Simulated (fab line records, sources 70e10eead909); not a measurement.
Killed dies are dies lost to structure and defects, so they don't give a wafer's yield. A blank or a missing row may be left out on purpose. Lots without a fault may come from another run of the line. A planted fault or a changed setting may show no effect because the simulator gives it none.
Which tool did it? | flow nand_harc | 7 lots, 19 wafers sampled, at 5 steps of a route of 1302

WHAT THE GAUGES READ, wafer by wafer
NHARC_A_ONON_D2_THK_MEAS_02: measures by ellipsometry.
lot  | measured     | on            | thk_nm (nm)
L715 | day 14 09:56 | film_metro-01 | 992 994 991
L717 | day 15 13:58 | film_metro-02 | 996 995 994
L720 | day 16 12:58 | film_metro-02 | 998 999 999
L723 | day 18 03:59 | film_metro-01 | 994 994 992
L728 | day 20 00:28 | film_metro-02 | 668 668
L731 | day 21 12:58 | film_metro-01 | 996 994 995
L733 | day 22 02:49 | film_metro-02 | 990 989 990

WHICH TOOL RAN EACH LOT (tool, then ch and the chambers of the sampled wafers, then the start)
lot  | NHARC_A_CHANNEL_HOLE_D1_ETCH_16               | NHARC_A_CHANNEL_FILL_D1_ETCHBACK_20 | NHARC_A_DECK1_JOINT_CMP_02    | NHARC_A_ONON_D2_DEP_00
L715 | rie_diel-12 ch 0,2,3, day 11 19:55 or earlier | rie_diel-09 ch 2,3, day 11 19:55    | cmp-03 ch 0,1,2, day 14 08:42 | pecvd_onon-01 ch 0, day 14 09:25
L717 | rie_diel-04 ch 0,1,2, day 13 04:40 or earlier | rie_diel-05 ch 0,3, day 13 04:40    | cmp-04 ch 1,2, day 15 12:41   | pecvd_onon-02 ch 0, day 15 13:28
L720 | rie_diel-12 ch 0,1,3, day 14 00:57 or earlier | rie_diel-09 ch 0,2,3, day 14 00:57  | cmp-04 ch 1,2,3, day 16 11:40 | pecvd_onon-01 ch 0, day 16 12:26
L723 | rie_diel-04 ch 1,2,3, day 15 17:37 or earlier | rie_diel-07 ch 0,2,3, day 15 17:37  | cmp-04 ch 1,2,3, day 18 02:37 | pecvd_onon-02 ch 0, day 18 03:28
L728 | rie_diel-12 ch 3, day 17 13:38 or earlier     | rie_diel-09 ch 0, day 17 13:38      | cmp-01 ch 1, day 19 23:14     | pecvd_onon-02 ch 0, day 19 23:57
L731 | rie_diel-12 ch 0,1,3, day 19 03:02 or earlier | rie_diel-09 ch 0,1,2, day 19 03:02  | cmp-03 ch 0,2,3, day 21 11:41 | pecvd_onon-01 ch 0, day 21 12:26
L733 | rie_diel-12 ch 1,3, day 19 09:11 or earlier   | rie_diel-07 ch 0,1,3, day 19 09:11  | cmp-01 ch 0,1,3, day 22 01:32 | pecvd_onon-01 ch 0, day 22 02:22
- NHARC_A_CHANNEL_HOLE_D1_ETCH_16: etches the open film in O2/COS, target depth 3100 nm, time 806 s.
- NHARC_A_CHANNEL_FILL_D1_ETCHBACK_20: etches the open film in C4F8/O2/Ar, target depth 27 nm, time 13.5 s.
- NHARC_A_DECK1_JOINT_CMP_02: polishes SiOx.
- NHARC_A_ONON_D2_DEP_00: target thk 1000 nm.

THE ANSWER, worked out from the rows above alone
Rule: what is usual is taken from the lots themselves. Put in order of their means at a reading, lots are off if they are a third of the lots or fewer, leave a main group of 4 or more, and stand apart from it by a gap of 3 or more times the standard deviation of the main group's means; of several such gaps the widest counts. A main group whose means are all the same, to the digits that the tables above print for the reading, isn't used. A lot without any number at a reading at which 4 lots or more have one is off too. The other lots that the step has rows for count as sound.
Off: L728, at NHARC_A_ONON_D2_THK_MEAS_02 (thk_nm). The main group: mean 994 nm, standard deviation 2.8.
A tool fits if, at a process step before that reading, it ran every lot that is off, and no sound lot after the first of them. The gauges at NHARC_A_ONON_D2_THK_MEAS_02 are tried like those tools. NHARC_A_CHANNEL_HOLE_D1_ETCH_16 gives no start for some lots, so the hours and the order of its lots are those of NHARC_A_CHANNEL_FILL_D1_ETCHBACK_20. One fits: pecvd_onon-02 at NHARC_A_ONON_D2_DEP_00. Its last sound lot is L723 (day 18 03:28), its first lot that is off L728 (day 19 23:57): a fault that began between those two fits.

WHAT THE SIMULATOR HAD PUT IN
Process parameter drift: pecvd_onon-02, from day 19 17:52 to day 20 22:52, at NHARC_A_ONON_D2_DEP_00. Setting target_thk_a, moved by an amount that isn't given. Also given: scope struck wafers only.
Lots struck among those shown: L728. The rule above found the same.
